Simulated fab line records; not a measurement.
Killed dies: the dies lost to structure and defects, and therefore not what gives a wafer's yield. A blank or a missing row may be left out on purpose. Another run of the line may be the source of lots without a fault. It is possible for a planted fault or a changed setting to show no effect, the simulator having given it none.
A lot that was struck, set against a sound lot + flow nand harc + 14 steps out of a route of 1302
Sound: wafers L260.1, L260.3, L260.4. Struck: wafer L269.2 (left out: L269.1, a lot-mate that was not struck); the cause follows at the end.
For every step that has rows: the tool of each side, followed by ch and its chambers, followed by its first start. Under that, the readings that differ: sound wafers + struck wafers + difference of the means + sigmas: that difference in standard deviations of wafers without a fault.
alike: words and numbers the same on both sides, and readings whose means are apart by under 2 such deviations; not compared: readings that were withheld, readings missing a value for some wafer, numbers with overlapping values and no deviation given by the record, and bounds like >300 which may hide the same value.
The two part at a step that has a row with sigmas, a row that says differs or no value, or rows on one side only. Non-overlapping numbers with no deviation appear without sigmas and do not part them. A reading that every wafer of one side lacks parts them only if that side has two wafers or more.

NHARC_A_WL_FILL_CVD_03: deposits W, target thk 40 nm, time 279 s.
  sound on cvd w-01 ch 0,1, day 22 09:03; struck on cvd w-01 ch 1, day 26 16:35
  alike: heater power w, throttle valve pct
then, 1 step without rows for these wafers: NHARC_A_WL_FILL_ETCHBACK_04 (etches the open film in NF3, target depth 60 nm, time 120 s).
NHARC_A_WL_FILL_ETCHBACK_05: etches the open film in Cl2/BCl3, target depth 22 nm, time 60 s.
  sound on rie metal-03 ch 0,1, day 22 09:40; struck on rie metal-02 ch 1, day 26 17:12
  alike: drypump motor current A, oes product au
  not compared: rf hours counter h
NHARC_A_WL_FILL_STRIP_27: strips in N2/H2, time 20 s.
  sound on plasma asher-02 ch 0,1, day 22 09:57; struck on plasma asher-02 ch 0, day 26 17:20
  alike: drypump motor current A, heater power w
  not compared: rf hours counter h
then, 4 steps without rows for these wafers: NHARC_A_WL_FILL_STRIP_28 (strips in post etch residue remover, time 1200 s); NHARC_A_WL_FILL_PRECLEAN_06 (cleans in DIW, time 300 s); NHARC_A_WL_FILL_SRD_07; NHARC_A_WL_FILL_ANNEAL_08 (time 1800 s).
NHARC_A_WL_FILL_ALD_10: deposits SiO2, target thk 50 nm, pulse time 10 s, ald cycles 500.
  sound on ald hk-02 ch 0,2,3, day 22 16:43; struck on ald hk-04 ch 3, day 27 00:14
  alike: heater power w, precursor pulse height rel
then, 1 step without rows for these wafers: NHARC_A_WL_FILL_ETCHBACK_16 (etches the open film in C4F8/O2/Ar, target depth 120 nm, time 24 s).
NHARC_A_WL_FILL_STRIP_29: strips in O2, time 20 s.
  sound on rie diel-02 ch 0,1,3, day 22 21:28; struck on rie diel-03 ch 0, day 27 04:29
| reading                | sound       | struck | difference | sigmas |
|------------------------|-------------|--------|------------|--------|
| rf hours counter h (h) | 3.3 2.9 3.1 | 4.5    | +1.4       |        |
  alike: drypump motor current A, oes product au, rf vpp V, showerhead plenum p Torr, throttle valve pct
NHARC_A_WL_FILL_ETCHBACK_17: etches the open film in Cl2/BCl3, target depth 4 nm, time 26.7 s.
  sound on rie metal-02 ch 0,1, day 22 21:36; struck on rie metal-02 ch 0, day 27 04:34
| reading               | sound             | struck | difference | sigmas |
|-----------------------|-------------------|--------|------------|--------|
| oes product au (a.u.) | 1.011 1.010 1.031 | 0.836  | -0.181     | -18    |
  alike: drypump motor current A
  not compared: rf hours counter h
then, 1 step without rows for these wafers: NHARC_A_WL_FILL_PRECLEAN_18 (cleans in dHF, time 30 s).
-- the record jumps here: 4 days lie between the struck wafers' starts before and after (it left off in module A_WL_FILL and takes up again in module END, whose first step shown is number 1302 of the route) --
NHARC_END_SORT_01:
  sound on prober-02 ch 0, day 26 08:57; struck on prober-02 ch 0, day 30 21:32
| reading         | sound     | struck | difference | sigmas |
|-----------------|-----------|--------|------------|--------|
| killed at array | 120 77 92 | 47     | -49        | -2     |
| killed dies     | 125 82 96 | 50     | -51        | -3     |
  alike: killed at other, killed at periphery, killed open, killed short

WHERE THEY PART
First at NHARC_A_WL_FILL_ETCHBACK_17; last, within this record, at NHARC_END_SORT_01.

WHY: whatever the simulator had introduced
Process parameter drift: rie metal-02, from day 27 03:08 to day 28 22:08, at NHARC_A_WL_FILL_ETCHBACK_17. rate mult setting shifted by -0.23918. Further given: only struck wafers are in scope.
